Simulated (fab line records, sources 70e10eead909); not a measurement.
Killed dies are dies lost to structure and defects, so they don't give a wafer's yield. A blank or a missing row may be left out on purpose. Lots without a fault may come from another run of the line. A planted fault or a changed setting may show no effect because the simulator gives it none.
Chamber matching | flow nand_harc | NHARC_A_STAIRCASE_DEP_151 on pecvd-04: 3 sister chambers
The step deposits SiO2, target thk 7200 nm. 3 wafers are shown with their chamber, then 9 later ones without.

WAFERS WITH THEIR CHAMBER
wafer  | chamber | heater_power_w (W)
L082.1 | 0       | 797
L082.3 | 2       | 722
L082.5 | 1       | 549

WAFERS WITHOUT THEIR CHAMBER
wafer  | heater_power_w (W)
L083.2 | 900
L083.5 | 754
L083.6 | 531
L087.1 | 643
L087.2 | 742
L087.4 | 561
L089.2 | 640
L089.3 | 811
L089.6 | 599

WHICH CHAMBER EACH WENT THROUGH
wafer  | from the rows above          | in truth
L083.2 | can't be placed: 0 or 2      | 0
L083.5 | can't be placed: 2 or 0      | 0
L083.6 | 1                            | 1
L087.1 | can't be placed: 2 or 1 or 0 | 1
L087.2 | can't be placed: 2 or 0      | 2
L087.4 | 1                            | 1
L089.2 | can't be placed: 2 or 1 or 0 | 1
L089.3 | can't be placed: 0 or 2      | 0
L089.6 | can't be placed: 1 or 2      | 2
Placed correctly: 2 of 9. Can't be placed from these rows: 7 (the true chamber is among the candidates in 7). Placed wrongly: 0.
How it was worked out, from the rows above alone: a wafer's distance from a chamber is the root of the sum, over the readings, of the square of ((its reading less the chamber's mean) divided by the reading's scatter). The wafer belongs to the nearest chamber; if the next one is less than 2 further off, it can't be placed. A chamber's mean is the mean of its shown wafers. The scatter: with one shown wafer a chamber, the root of the mean of the squares of how far each hidden wafer lies from its nearest shown one.
